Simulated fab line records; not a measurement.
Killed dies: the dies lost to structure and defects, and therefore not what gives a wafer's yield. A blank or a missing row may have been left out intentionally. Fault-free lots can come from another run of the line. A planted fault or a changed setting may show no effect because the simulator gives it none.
Matching of chambers ; flow n5_finfet ; N5_BEOL_M2_ILD_DEP_00 on pecvd-03 has 3 sister chambers
The step deposits SiOC from DEMS/O2, target thk 79 nm, time 15.3 s. 3 wafers are shown with their chamber, then 12 later ones without.

== EACH WAFER AND ITS CHAMBER ==
wafer;chamber;heater_power_w (W)
L086.3;1;490
L089.1;2;437
L089.5;0;618

== WAFERS WHOSE CHAMBER IS MISSING ==
wafer;heater_power_w (W)
L092.1;459
L092.2;602
L092.3;429
L092.4;619
L092.5;431
L092.6;457
L093.3;498
L093.4;473
L093.6;584
L094.1;453
L094.5;403
L094.6;456

== CHAMBER TAKEN BY EACH ==
wafer;from the rows above;in truth
L092.1;can't be placed: 2 or 1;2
L092.2;0;0
L092.3;2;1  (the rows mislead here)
L092.4;0;0
L092.5;2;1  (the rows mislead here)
L092.6;can't be placed: 2 or 1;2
L093.3;1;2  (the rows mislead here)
L093.4;can't be placed: 1 or 2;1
L093.6;0;0
L094.1;can't be placed: 2 or 1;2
L094.5;2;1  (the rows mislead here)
L094.6;can't be placed: 2 or 1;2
Correct placement for 3 of the 12. Not placeable from these rows: 5 (in 5, the candidates include the true chamber). Placed wrongly: 4.
How it was worked out, from the rows above alone: a wafer's distance from a chamber is the root of the sum, over the readings, of the square of ((its reading less the chamber's mean) divided by the reading's scatter). The wafer belongs to the nearest chamber; if the next one is less than 2 further off, it can't be placed. A chamber's mean is the mean of its shown wafers. The scatter: with one shown wafer a chamber, the root of the mean of the squares of how far each hidden wafer lies from its nearest shown one.
